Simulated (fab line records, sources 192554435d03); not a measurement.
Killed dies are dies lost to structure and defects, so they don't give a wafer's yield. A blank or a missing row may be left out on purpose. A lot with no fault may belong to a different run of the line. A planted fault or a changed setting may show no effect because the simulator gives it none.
Code-filled problem report in 8D (eight disciplines) form ; flow n5_finfet ; the parts of the form that need people (team, actions taken, sign-off) are left out

1. THE ISSUE
Across 5 wafers from 3 lots, M5_ILD_THK at N5_BEOL_M5_THK_MEAS_01 averages 191.7 nm, while fault-free wafers read 120.7 nm with a standard deviation of 1.6. Measured from the usual mean, that is +44 standard deviations.
Earliest sighting: wafer L170.1 on film_metro-02 at day 13 20:38. At this step, 29 wafers from 10 lots have a number in the record. By rule, "out" or "out of limits" means more than 4 standard deviations away from the usual mean. Any other wafer with a number is counted as sound.

2. WHAT THIS IS AND IS NOT
question;is;is not
which readings at this step;M5_ILD_THK;-
which lots;L170, L171, L172;L153, L162, L164, L166, L167, L173, L174
which wafers of those lots;L170.1, L170.4, L171.2, L172.3, L172.4;L170.2, L171.5, L172.2
read on which gauges;film_metro-01, film_metro-02;-
when;from day 13 20:38;"up to then (16 sound wafers); but 8 sound wafers of L171, L172, L173, L174 came after"

3. WHAT RULES OUT EACH SUSPECT
Counting: a tool at a process step up to the reading stays a suspect if it ran every lot that is out. Sound lots after the first of them don't rule it out here, since some wafers of a struck lot are sound.
- the gauge at N5_BEOL_M5_THK_MEAS_01: ruled out. The wafers that are out were read on 2 gauges (film_metro-01, film_metro-02).
- pecvd-01 at N5_BEOL_M5_ILD_DEP_00 (deposits SiCOH lowk from DEMS/porogen, target thk 140.64 nm, time 25.9 s): kept. It ran every lot that is out, first L170 (day 13 20:04); its last sound lot up to then is L167 (day 12 18:23).
- The sound lot-mates ran in chamber 1 of pecvd-01 at N5_BEOL_M5_ILD_DEP_00, but the wafers that are out ran in chamber 0.
The count leaves pecvd-01 at N5_BEOL_M5_ILD_DEP_00.

4. THE CAUSE (what the simulator had put in)
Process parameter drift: pecvd-01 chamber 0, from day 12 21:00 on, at N5_BEOL_M5_ILD_DEP_00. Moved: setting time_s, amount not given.
The count eliminated every tool but this one.

5. SEQUENCE OF EFFECTS, ordered by route
One row per reading whose mean, taken over the struck wafers that have a number, lies over 3 standard deviations from the usual. Readings are gone through only where the record gives a usual standard deviation; hours: the median, over the lots, of the time from a lot's start at the first step in this table giving one to that lot's start at this step; sigmas: the change measured in usual standard deviations.
hours;step;reading;usual;on struck wafers;change;sigmas
0;N5_BEOL_M5_THK_MEAS_01;M5_ILD_THK;120.7 nm;191.7;+71.0;+44
109;N5_PASSIVATION_PROBE_49;defect_limited_yield;91.7 %;0.0;-91.7;-61
109;N5_PASSIVATION_PROBE_49;killed_at_M4_up;14;1089;+1075;+99 or more
109;N5_PASSIVATION_PROBE_49;killed_dies;98;1180;+1082;+60
109;N5_PASSIVATION_PROBE_49;killed_on_rim;13;152;+139;+39
109;N5_PASSIVATION_PROBE_49;sort_bin_5_function;4.9 %;96.4;+91.5;+99 or more
109;N5_PASSIVATION_PROBE_49;sort_n_pass;1082;0;-1082;-60
109;N5_PASSIVATION_PROBE_49;sort_yield_pct;91.7 %;0.0;-91.7;-61
Process steps it contains:
- N5_PASSIVATION_PROBE_49

6. WHAT WOULD HAVE CAUGHT IT SOONER
24 hours passed between the start of the fault at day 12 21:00 and the first reading out of limits at a measuring or inspecting step in this record, taken at day 13 20:38.
Of the tool readings at N5_BEOL_M5_ILD_DEP_00 for which the record gives a usual standard deviation, none was out on any struck wafer, so an alarm limit of 4 standard deviations on them would not have fired.
L171, L172, from the lots that are out (3), started N5_BEOL_M5_ILD_DEP_00 on pecvd-01 later than day 13 20:38. A hold on the tool at that time would have spared those 2.
